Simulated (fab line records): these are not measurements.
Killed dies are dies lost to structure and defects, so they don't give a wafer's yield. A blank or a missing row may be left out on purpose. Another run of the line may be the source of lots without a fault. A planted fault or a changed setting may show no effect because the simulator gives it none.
The tool behind it: which one? || flow nand-harc || 36 wafers sampled from 12 lots at 1 step of a route of 1159

WHAT THE GAUGES READ, wafer by wafer
NHARC_A_CONTACT_CD_MEAS_80.
{"lot": "L076", "measured": "day 17 05:13", "on": "cd-sem-01", "cd-nm (nm)": "190.3 190.1 190.1"}
{"lot": "L079", "measured": "day 17 11:12", "on": "cd-sem-01", "cd-nm (nm)": "189.3 188.9 189.9"}
{"lot": "L078", "measured": "day 18 07:59", "on": "cd-sem-01", "cd-nm (nm)": "189.4 189.2 189.3"}
{"lot": "L081", "measured": "day 18 16:50", "on": "cd-sem-01", "cd-nm (nm)": "189.9 189.8 189.8"}
{"lot": "L080", "measured": "day 18 22:34", "on": "cd-sem-01", "cd-nm (nm)": "190.0 190.5 190.3"}
{"lot": "L085", "measured": "day 19 17:32", "on": "cd-sem-01", "cd-nm (nm)": "189.5 190.5 190.0"}
{"lot": "L087", "measured": "day 19 22:10", "on": "cd-sem-03", "cd-nm (nm)": "190.4 189.7 190.5"}
{"lot": "L089", "measured": "day 20 12:56", "on": "cd-sem-02", "cd-nm (nm)": "190.5 190.7 190.2"}
{"lot": "L090", "measured": "day 21 01:17", "on": "cd-sem-02", "cd-nm (nm)": "189.5 189.7 189.8"}
{"lot": "L092", "measured": "day 21 04:44", "on": "cd-sem-03", "cd-nm (nm)": "189.9 190.0 190.0"}
{"lot": "L095", "measured": "day 22 13:25", "on": "cd-sem-03", "cd-nm (nm)": "189.1 189.7 188.9"}
{"lot": "L097", "measured": "day 22 21:47", "on": "cd-sem-02", "cd-nm (nm)": "190.4 190.4 189.6"}

EACH LOT AND THE TOOL THAT RAN IT (in order: tool; ch and the chambers of the sampled wafers; start)
The record shows no process step preceding these readings.

THE ANSWER, worked out from the rows above alone
Rule: what is usual is taken from the lots themselves. The widest of any qualifying gaps counts: lots, ordered by their means at a reading, are off when they make up no more than a third of the lots, leave a main group of 4 or more, and stand apart from it by 3 or more times the standard deviation of that group's means. Not used: any main group whose means are identical at the precision the tables above print for the reading. Also off: a lot with no number at a reading for which 4 or more lots have one. Any other lot the step has rows for is counted as sound.
Across all readings shown, no lot is off: no conclusion can be drawn from this.

WHAT HAD BEEN PUT IN BY THE SIMULATOR
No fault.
